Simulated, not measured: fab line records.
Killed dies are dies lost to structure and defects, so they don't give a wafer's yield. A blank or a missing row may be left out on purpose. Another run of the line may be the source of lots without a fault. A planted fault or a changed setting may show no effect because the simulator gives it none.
What tool caused it? || flow nand harc || 24 lots, 72 wafers sampled, at 2 steps of a route of 1159

## WHAT THE GAUGES SHOWED, per wafer
NHARC_P_CONTACT_INSPECT_27. Usual: raw defect count 270, standard deviation 92.
{"lot": "L074", "measured": "day 6 04:45", "on": "defect inspect-01", "raw defect count": "287 279 366", "flag": ""}
{"lot": "L076", "measured": "day 6 08:37", "on": "defect inspect-01", "raw defect count": "334 239 293", "flag": ""}
{"lot": "L075", "measured": "day 6 08:52", "on": "defect inspect-01", "raw defect count": "266 364 200", "flag": ""}
{"lot": "L077", "measured": "day 6 13:41", "on": "defect inspect-02", "raw defect count": "134 297 420", "flag": ""}
{"lot": "L078", "measured": "day 6 22:43", "on": "defect inspect-01", "raw defect count": "254 212 230", "flag": ""}
{"lot": "L079", "measured": "day 6 23:19", "on": "defect inspect-02", "raw defect count": "291 297 260", "flag": ""}
{"lot": "L081", "measured": "day 7 05:17", "on": "defect inspect-01", "raw defect count": "470 386 613", "flag": ""}
{"lot": "L080", "measured": "day 7 05:45", "on": "defect inspect-02", "raw defect count": "255 233 234", "flag": ""}
{"lot": "L083", "measured": "day 8 03:19", "on": "defect inspect-01", "raw defect count": "247 243 215", "flag": ""}
{"lot": "L082", "measured": "day 8 03:53", "on": "defect inspect-02", "raw defect count": "272 299 207", "flag": ""}
{"lot": "L085", "measured": "day 8 05:56", "on": "defect inspect-02", "raw defect count": "181 211 276", "flag": ""}
{"lot": "L084", "measured": "day 8 07:07", "on": "defect inspect-01", "raw defect count": "250 135 153", "flag": ""}
{"lot": "L086", "measured": "day 8 23:38", "on": "defect inspect-02", "raw defect count": "298 436 551", "flag": ""}
{"lot": "L087", "measured": "day 9 00:10", "on": "defect inspect-01", "raw defect count": "359 428 373", "flag": ""}
{"lot": "L088", "measured": "day 9 08:23", "on": "defect inspect-02", "raw defect count": "233 246 247", "flag": ""}
{"lot": "L089", "measured": "day 9 18:09", "on": "defect inspect-01", "raw defect count": "157 281 424", "flag": ""}
{"lot": "L090", "measured": "day 9 18:41", "on": "defect inspect-02", "raw defect count": "201 184 264", "flag": ""}
{"lot": "L091", "measured": "day 10 07:11", "on": "defect inspect-02", "raw defect count": "152 334 478", "flag": ""}
{"lot": "L092", "measured": "day 10 14:34", "on": "defect inspect-02", "raw defect count": "235 297 394", "flag": ""}
{"lot": "L093", "measured": "day 10 15:06", "on": "defect inspect-01", "raw defect count": "207 362 340", "flag": ""}
{"lot": "L094", "measured": "day 10 18:10", "on": "defect inspect-02", "raw defect count": "298 208 175", "flag": ""}
{"lot": "L095", "measured": "day 10 23:32", "on": "defect inspect-02", "raw defect count": "271 216 320", "flag": ""}
{"lot": "L096", "measured": "day 11 05:26", "on": "defect inspect-01", "raw defect count": "133 307 182", "flag": ""}
{"lot": "L097", "measured": "day 11 23:31", "on": "defect inspect-02", "raw defect count": "149 147 154", "flag": ""}

## WHICH TOOL RAN EACH LOT (tool, then ch and the chambers of the sampled wafers, then the start)
{"lot": "L074", "NHARC_P_CONTACT_ALD_22": "ald metal-04 ch 1,2,3, day 5 18:37"}
{"lot": "L076", "NHARC_P_CONTACT_ALD_22": "ald metal-03 ch 1,2,3, day 6 01:19"}
{"lot": "L075", "NHARC_P_CONTACT_ALD_22": "ald metal-01 ch 2,3, day 6 02:35"}
{"lot": "L077", "NHARC_P_CONTACT_ALD_22": "ald metal-03 ch 1,2, day 6 07:59"}
{"lot": "L078", "NHARC_P_CONTACT_ALD_22": "ald metal-01 ch 0,3, day 6 19:04"}
{"lot": "L079", "NHARC_P_CONTACT_ALD_22": "ald metal-04 ch 1,3, day 6 21:47"}
{"lot": "L081", "NHARC_P_CONTACT_ALD_22": "ald metal-01 ch 0,1,2, day 7 02:31"}
{"lot": "L080", "NHARC_P_CONTACT_ALD_22": "ald metal-04 ch 0,3, day 7 03:07"}
{"lot": "L083", "NHARC_P_CONTACT_ALD_22": "ald metal-04 ch 2,3, day 7 19:22"}
{"lot": "L082", "NHARC_P_CONTACT_ALD_22": "ald metal-03 ch 0,1, day 7 19:43"}
{"lot": "L085", "NHARC_P_CONTACT_ALD_22": "ald metal-01 ch 1,3, day 8 04:40"}
{"lot": "L084", "NHARC_P_CONTACT_ALD_22": "ald metal-01 ch 0,1,2, day 8 05:46"}
{"lot": "L086", "NHARC_P_CONTACT_ALD_22": "ald metal-01 ch 0,1,2, day 8 20:41"}
{"lot": "L087", "NHARC_P_CONTACT_ALD_22": "ald metal-04 ch 0,1,3, day 8 21:02"}
{"lot": "L088", "NHARC_P_CONTACT_ALD_22": "ald metal-01 ch 1,2,3, day 9 07:10"}
{"lot": "L089", "NHARC_P_CONTACT_ALD_22": "ald metal-03 ch 0,1,3, day 9 13:48"}
{"lot": "L090", "NHARC_P_CONTACT_ALD_22": "ald metal-01 ch 1,2, day 9 14:59"}
{"lot": "L091", "NHARC_P_CONTACT_ALD_22": "ald metal-03 ch 0,1,3, day 9 23:03"}
{"lot": "L092", "NHARC_P_CONTACT_ALD_22": "ald metal-03 ch 0,1, day 10 09:00"}
{"lot": "L093", "NHARC_P_CONTACT_ALD_22": "ald metal-01 ch 1,3, day 10 11:02"}
{"lot": "L094", "NHARC_P_CONTACT_ALD_22": "ald metal-03 ch 0,3, day 10 16:52"}
{"lot": "L095", "NHARC_P_CONTACT_ALD_22": "ald metal-04 ch 1,2, day 10 22:16"}
{"lot": "L096", "NHARC_P_CONTACT_ALD_22": "ald metal-04 ch 0,1,3, day 11 04:13"}
{"lot": "L097", "NHARC_P_CONTACT_ALD_22": "ald metal-03 ch 0,3, day 11 22:11"}
- NHARC_P_CONTACT_ALD_22: deposits TiN, target thk 3 nm, pulse time 1 s, ald cycles 150.

## AS READ BY THE TOOLS THEMSELVES (means over the sampled wafers that have a number; for cases with no such wafer, the mark the record gives instead)
NHARC_P_CONTACT_ALD_22. Usual: heater power outer w 729 W, standard deviation 75; heater power w 1155 W, standard deviation 110; precursor pulse height rel 0.997, standard deviation 0.02.
{"lot": "L074", "tool": "ald metal-04", "heater power outer w (W)": 791, "heater power w (W)": 1158, "precursor pulse height rel": 0.982, "flag": ""}
{"lot": "L076", "tool": "ald metal-03", "heater power outer w (W)": 701, "heater power w (W)": 1109, "precursor pulse height rel": 0.982, "flag": ""}
{"lot": "L075", "tool": "ald metal-01", "heater power outer w (W)": 720, "heater power w (W)": 1218, "precursor pulse height rel": 1.007, "flag": ""}
{"lot": "L077", "tool": "ald metal-03", "heater power outer w (W)": 661, "heater power w (W)": 1080, "precursor pulse height rel": 1.015, "flag": ""}
{"lot": "L078", "tool": "ald metal-01", "heater power outer w (W)": 674, "heater power w (W)": 1076, "precursor pulse height rel": 0.996, "flag": ""}
{"lot": "L079", "tool": "ald metal-04", "heater power outer w (W)": 748, "heater power w (W)": 1112, "precursor pulse height rel": 1.007, "flag": ""}
{"lot": "L081", "tool": "ald metal-01", "heater power outer w (W)": 667, "heater power w (W)": 1132, "precursor pulse height rel": 0.987, "flag": ""}
{"lot": "L080", "tool": "ald metal-04", "heater power outer w (W)": 660, "heater power w (W)": 1063, "precursor pulse height rel": 0.985, "flag": ""}
{"lot": "L083", "tool": "ald metal-04", "heater power outer w (W)": 758, "heater power w (W)": 1185, "precursor pulse height rel": 0.981, "flag": ""}
{"lot": "L082", "tool": "ald metal-03", "heater power outer w (W)": 784, "heater power w (W)": 1238, "precursor pulse height rel": 1.008, "flag": ""}
{"lot": "L085", "tool": "ald metal-01", "heater power outer w (W)": 650, "heater power w (W)": 1085, "precursor pulse height rel": 0.992, "flag": ""}
{"lot": "L084", "tool": "ald metal-01", "heater power outer w (W)": 673, "heater power w (W)": 1130, "precursor pulse height rel": 0.994, "flag": ""}
{"lot": "L086", "tool": "ald metal-01", "heater power outer w (W)": 675, "heater power w (W)": 1126, "precursor pulse height rel": 1.003, "flag": ""}
{"lot": "L087", "tool": "ald metal-04", "heater power outer w (W)": 711, "heater power w (W)": 1100, "precursor pulse height rel": 1.002, "flag": ""}
{"lot": "L088", "tool": "ald metal-01", "heater power outer w (W)": 681, "heater power w (W)": 1146, "precursor pulse height rel": 1.020, "flag": ""}
{"lot": "L089", "tool": "ald metal-03", "heater power outer w (W)": 789, "heater power w (W)": 1229, "precursor pulse height rel": 1.005, "flag": ""}
{"lot": "L090", "tool": "ald metal-01", "heater power outer w (W)": 687, "heater power w (W)": 1175, "precursor pulse height rel": 1.000, "flag": ""}
{"lot": "L091", "tool": "ald metal-03", "heater power outer w (W)": 798, "heater power w (W)": 1230, "precursor pulse height rel": 0.987, "flag": ""}
{"lot": "L092", "tool": "ald metal-03", "heater power outer w (W)": 781, "heater power w (W)": 1235, "precursor pulse height rel": 0.991, "flag": ""}
{"lot": "L093", "tool": "ald metal-01", "heater power outer w (W)": 692, "heater power w (W)": 1093, "precursor pulse height rel": 0.974, "flag": ""}
{"lot": "L094", "tool": "ald metal-03", "heater power outer w (W)": 846, "heater power w (W)": 1310, "precursor pulse height rel": 0.992, "flag": ""}
{"lot": "L095", "tool": "ald metal-04", "heater power outer w (W)": 745, "heater power w (W)": 1088, "precursor pulse height rel": 0.975, "flag": ""}
{"lot": "L096", "tool": "ald metal-04", "heater power outer w (W)": 714, "heater power w (W)": 1085, "precursor pulse height rel": 0.996, "flag": ""}
{"lot": "L097", "tool": "ald metal-03", "heater power outer w (W)": 838, "heater power w (W)": 1325, "precursor pulse height rel": 0.999, "flag": ""}

## THE ANSWER, worked out from the rows above alone
Rule: a lot is off if the mean of its wafers that have a number lies more than 3 standard deviations from the usual mean. A lot without any number at a reading at which 4 lots or more have one is off too. All remaining lots with rows at the step are treated as sound. The gauges are gone through in route order, then the tools' own readings, and for those a lot's mean is taken as printed above. The first step at which some lot is off is used, and at that step the reading that is off furthest; a lot without a number counts as furthest.
Across all readings shown, no lot is off: no conclusion can be drawn from this.

## WHAT HAD BEEN PUT IN BY THE SIMULATOR
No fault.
